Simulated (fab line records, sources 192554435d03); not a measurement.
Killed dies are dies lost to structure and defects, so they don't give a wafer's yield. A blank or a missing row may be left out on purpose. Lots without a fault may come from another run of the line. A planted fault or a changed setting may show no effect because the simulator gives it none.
Problem report in the 8D (eight disciplines) form, filled by code | flow n5_finfet | the parts of the form that need people (team, actions taken, sign-off) are left out

1. THE PROBLEM
etch_rf_on_time_s at N5_GATE_CUT_ETCH_28 reads a mean of 18.91 s on 2 wafers of 2 lots; wafers without a fault read 10.35 s with a standard deviation of 0.22. That is +39 standard deviations from the usual mean.
The step: etches underlayer in N2/H2, target depth 13 nm, time 10.4 s.
First seen on wafer L844.4, day 7 23:31, on rie_diel-04. The record holds 24 wafers of 8 lots with a number at this step. Rule for "out", or "out of limits": more than 4 standard deviations from the usual mean. The other wafers with a number count as sound.

2. WHAT IT IS AND WHAT IT IS NOT
question                    | is                | is not
which readings at this step | etch_rf_on_time_s | drypump_motor_current_A, h2_flow_sccm, rf_vpp_V, showerhead_plenum_p_Torr, throttle_valve_pct
which lots                  | L844, L846        | L833, L834, L841, L845, L853, L854
which wafers of those lots  | L844.4, L846.3    | L844.5, L844.6, L846.1, L846.5
read on which tools         | rie_diel-04       | rie_diel-03, rie_diel-05
when                        | from day 7 23:31  | up to then (11 sound wafers); but 11 sound wafers of L845, L846, L853, L854 came after

3. SUSPECTS, AND WHAT RULES EACH OUT
Counting: a tool at a process step up to the reading stays a suspect if it ran every lot that is out. Sound lots after the first of them don't rule it out here, since some wafers of a struck lot are sound.
- rie_diel-04 at N5_GATE_CUT_ETCH_28 (etches underlayer in N2/H2, target depth 13 nm, time 10.4 s): kept. It ran every lot that is out, first L844 (day 7 23:31); its last sound lot up to then is L834 (day 5 08:18). Its own readings are out on those wafers: etch_rf_on_time_s.
Left after counting: rie_diel-04 at N5_GATE_CUT_ETCH_28.

4. THE CAUSE (what the simulator had put in)
Process parameter drift: rie_diel-04, from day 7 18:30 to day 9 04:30, at N5_GATE_CUT_ETCH_28. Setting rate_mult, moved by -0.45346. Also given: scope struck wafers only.
Counting left only this tool.

5. THE CHAIN OF EFFECTS, in route order
Each row: a reading whose mean over the struck wafers that have a number lies more than 3 standard deviations from the usual. Only readings for which the record gives a usual standard deviation are gone through. hours: the time from each lot's start at the first step in this table that gives one to its start at this step, as a median over the lots. sigmas: the change in usual standard deviations.
hours | step                | reading           | usual   | on struck wafers | change | sigmas
0     | N5_GATE_CUT_ETCH_28 | etch_rf_on_time_s | 10.35 s | 18.91            | +8.56  | +39
The process steps in it:
- N5_GATE_CUT_ETCH_28: etches underlayer in N2/H2, target depth 13 nm, time 10.4 s.
Later measuring or inspecting steps at which every struck wafer that the step has a row for has a number for every such reading, and none has moved that far: N5_BEOL_M4_RC_MEAS_101.

6. WHAT WOULD HAVE CAUGHT IT SOONER
In this record the first reading out of limits was taken at day 7 23:31, 5 hours after the fault began at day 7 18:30.
